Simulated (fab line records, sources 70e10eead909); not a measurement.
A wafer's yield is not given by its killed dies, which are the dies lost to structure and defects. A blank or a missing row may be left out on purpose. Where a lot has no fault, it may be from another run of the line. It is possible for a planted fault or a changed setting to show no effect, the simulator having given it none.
Matching of chambers -- flow nand harc -- NHARC_A_STAIRCASE_CMP_472 on cmp-04: 4 sister chambers
The step polishes SiO2. 8 wafers are shown with their chamber, then 8 later ones without.

## WAFERS PAIRED WITH THEIR CHAMBERS
wafer,chamber,motor current A (A),slurry filter dp kPa (kPa)
L924.2,3,10.9,13.37
L929.3,1,12.5,13.29
L929.5,2,11.0,13.60
L928.2,1,11.7,13.48
L928.6,2,11.2,13.49
L931.5,0,11.7,13.59
L931.6,3,11.9,13.68
L933.2,0,11.9,13.60

## WAFERS WITHOUT THEIR CHAMBER
wafer,motor current A (A),slurry filter dp kPa (kPa)
L933.5,11.2,13.51
L933.6,11.9,13.38
L936.2,12.1,13.45
L936.3,11.9,13.33
L936.4,11.3,13.61
L939.2,11.0,13.58
L939.5,11.4,13.51
L939.6,12.3,13.50

## WHICH CHAMBER EACH WENT THROUGH
wafer,from the rows above,in truth
L933.5,can't be placed: 2 or 3 or 0 or 1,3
L933.6,can't be placed: 1 or 3 or 0 or 2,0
L936.2,can't be placed: 1 or 0 or 3 or 2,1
L936.3,can't be placed: 1 or 3 or 0 or 2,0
L936.4,can't be placed: 2 or 3 or 0 or 1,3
L939.2,can't be placed: 2 or 3 or 0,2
L939.5,can't be placed: 3 or 2 or 0 or 1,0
L939.6,can't be placed: 1 or 0 or 3 or 2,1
Correct placement for 0 of the 8. Cannot be placed on the basis of these rows: 8; the candidates contain the true chamber in 8. Number placed wrongly: 0.
How it was worked out, from the rows above alone: a wafer's distance from a chamber is the root of the sum, over the readings, of the square of ((its reading less the chamber's mean) divided by the reading's scatter). The wafer belongs to the nearest chamber; if the next one is less than 2 further off, it can't be placed. Each chamber's mean is taken over the wafers shown for it. How the scatter is found: for the shown wafers, subtract from each reading the mean of its chamber, square and add these, divide the total by (wafers less chambers), then take the root.
